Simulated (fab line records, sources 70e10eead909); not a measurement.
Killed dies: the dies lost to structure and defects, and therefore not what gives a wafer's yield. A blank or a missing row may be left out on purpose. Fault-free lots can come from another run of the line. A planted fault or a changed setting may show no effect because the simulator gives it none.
Which tool is to blame? + flow nandHarc + 14 lots, 42 wafers sampled, at 4 steps of a route of 1302

== WHAT THE GAUGES SHOWED, per wafer ==
NHARC_A_ONON_D2_THK_MEAS_14: measures by ellipsometry.
| lot  | measured     | on           | thkNm (nm)     |
|------|--------------|--------------|----------------|
| L204 | day 12 23:04 | filmMetro-01 | 982 980 981    |
| L205 | day 13 04:19 | filmMetro-01 | 997 999 999    |
| L207 | day 14 02:25 | filmMetro-01 | 1014 1011 1014 |
| L208 | day 14 02:23 | filmMetro-02 | 969 969 971    |
| L209 | day 14 22:47 | filmMetro-01 | 992 993 992    |
| L212 | day 15 18:19 | filmMetro-01 | 1004 1004 1005 |
| L211 | day 15 18:21 | filmMetro-01 | 996 997 994    |
| L213 | day 16 22:08 | filmMetro-01 | 1017 1018 1018 |
| L214 | day 16 22:07 | filmMetro-01 | 997 996 996    |
| L215 | day 17 16:41 | filmMetro-01 | 1007 1006 1003 |
| L216 | day 17 16:39 | filmMetro-02 | 1000 1001 998  |
| L218 | day 18 22:17 | filmMetro-01 | 1000 1001 999  |
| L221 | day 20 02:57 | filmMetro-01 | 492 492 491    |
| L224 | day 20 19:33 | filmMetro-01 | 499 499 499    |

NHARC_END_SORT_01.
| lot  | measured     | on        | killedAtArray | killedAtOther | killedAtPeriphery | killedDies  | killedOpen | killedShort |
|------|--------------|-----------|---------------|---------------|-------------------|-------------|------------|-------------|
| L221 | day 31 12:07 | prober-01 | 668 667 672   | 0 1 0         | 9 9 5             | 677 677 677 | 8 4 4      | 2 0 0       |
| L224 | day 32 21:17 | prober-01 | 672 667 671   | 2 0 0         | 3 10 6            | 677 677 677 | 1 2 3      | 5 2 2       |

== TOOL THAT RAN EACH LOT (tool first, then ch and the chambers of the sampled wafers, then the start) ==
| lot  | NHARC_A_DECK1_JOINT_ETCHBACK_00 | NHARC_A_ONON_D2_DEP_12          |
|------|---------------------------------|---------------------------------|
| L204 | rieSi-04 ch 2,3, day 11 19:01   | pecvdOnon-03 ch 0, day 12 22:34 |
| L205 | rieSi-04 ch 0,1,2, day 12 02:10 | pecvdOnon-01 ch 0, day 13 03:49 |
| L207 | rieSi-02 ch 2,3, day 13 00:51   | pecvdOnon-03 ch 0, day 14 01:53 |
| L208 | rieSi-03 ch 0,1,2, day 13 00:52 | pecvdOnon-02 ch 0, day 14 01:53 |
| L209 | rieSi-02 ch 0,2,3, day 13 20:46 | pecvdOnon-03 ch 0, day 14 22:20 |
| L212 | rieSi-02 ch 1,2,3, day 14 16:19 | pecvdOnon-03 ch 0, day 15 17:49 |
| L211 | rieSi-04 ch 0,1, day 14 16:20   | pecvdOnon-01 ch 0, day 15 17:54 |
| L213 | rieSi-02 ch 0,3, day 15 18:24   | pecvdOnon-02 ch 0, day 16 21:40 |
| L214 | rieSi-03 ch 2,3, day 15 18:25   | pecvdOnon-03 ch 0, day 16 21:43 |
| L215 | rieSi-03 ch 0,1,2, day 16 13:13 | pecvdOnon-01 ch 0, day 17 16:14 |
| L216 | rieSi-04 ch 1,2,3, day 16 17:20 | pecvdOnon-03 ch 0, day 17 16:08 |
| L218 | rieSi-02 ch 0,1,2, day 17 17:32 | pecvdOnon-02 ch 0, day 18 21:47 |
| L221 | rieSi-02 ch 0,1,2, day 18 20:13 | pecvdOnon-03 ch 0, day 20 02:28 |
| L224 | rieSi-04 ch 0,1,3, day 19 20:16 | pecvdOnon-03 ch 0, day 20 19:02 |
- NHARC_A_DECK1_JOINT_ETCHBACK_00: etches the open film in HBr, target depth 30 nm, time 17.4 s.
- NHARC_A_ONON_D2_DEP_12: target thk 1000 nm.

== WHAT THE TOOLS THEMSELVES READ (means of the sampled wafers that have a number; where no wafer has one, the mark that the record gives instead) ==
NHARC_A_DECK1_JOINT_ETCHBACK_00.
| lot  | tool     | drypumpMotorCurrentA (A) | heBacksideLeakSccm (sccm) | oesProductAu (a.u.) | throttleValvePct (%) |
|------|----------|--------------------------|---------------------------|---------------------|----------------------|
| L204 | rieSi-04 | 6.0                      | 2.61                      | 0.993               | 23.270               |
| L205 | rieSi-04 | 5.6                      | 2.37                      | 1.003               | 23.260               |
| L207 | rieSi-02 | 5.9                      | 2.47                      | 0.998               | 23.258               |
| L208 | rieSi-03 | 5.2                      | 2.57                      | 1.004               | 23.256               |
| L209 | rieSi-02 | 5.5                      | 2.53                      | 1.006               | 23.265               |
| L212 | rieSi-02 | 6.0                      | 2.62                      | 0.999               | 23.263               |
| L211 | rieSi-04 | 5.6                      | 2.32                      | 1.003               | 23.266               |
| L213 | rieSi-02 | 5.4                      | 2.74                      | 1.001               | 23.269               |
| L214 | rieSi-03 | 5.6                      | 2.65                      | 0.994               | 23.266               |
| L215 | rieSi-03 | 5.2                      | 2.54                      | 1.000               | 23.262               |
| L216 | rieSi-04 | 5.7                      | 2.60                      | 1.010               | 23.269               |
| L218 | rieSi-02 | 5.6                      | 2.68                      | 1.000               | 23.274               |
| L221 | rieSi-02 | 5.6                      | 2.70                      | 1.006               | 23.266               |
| L224 | rieSi-04 | 5.7                      | 2.42                      | 0.999               | 23.267               |

== THE ANSWER, worked out from the rows above alone ==
Rule: the usual values come from the lots themselves. Put in order of their means at a reading, lots are off if they are a third of the lots or fewer, leave a main group of 4 or more, and stand apart from it by a gap of 3 or more times the standard deviation of the main group's means; of several such gaps the widest counts. A main group is skipped when, at the precision printed for the reading in the tables above, its means are all equal. Also off: a lot with no number at a reading for which 4 or more lots have one. Where the step has rows for the other lots, those lots are counted as sound. After the gauges, taken in route order, come the tools' own readings; for these a lot's mean is taken, as printed above. The first step at which some lot is off is used, and at that step the reading that is off furthest; a lot without a number counts as furthest.
Off at NHARC_A_ONON_D2_THK_MEAS_14 (thkNm): L221, L224. The main group: mean 998 nm, standard deviation 12.
A tool fits if, at a process step before that reading, it ran every lot that is off, and no sound lot after the first of them. The gauges at NHARC_A_ONON_D2_THK_MEAS_14 are tried like those tools. Undecided on this evidence; 2 tools fit (pecvdOnon-03 at NHARC_A_ONON_D2_DEP_12, filmMetro-01 at NHARC_A_ONON_D2_THK_MEAS_14).

== WHAT THE SIMULATOR HAD INSERTED ==
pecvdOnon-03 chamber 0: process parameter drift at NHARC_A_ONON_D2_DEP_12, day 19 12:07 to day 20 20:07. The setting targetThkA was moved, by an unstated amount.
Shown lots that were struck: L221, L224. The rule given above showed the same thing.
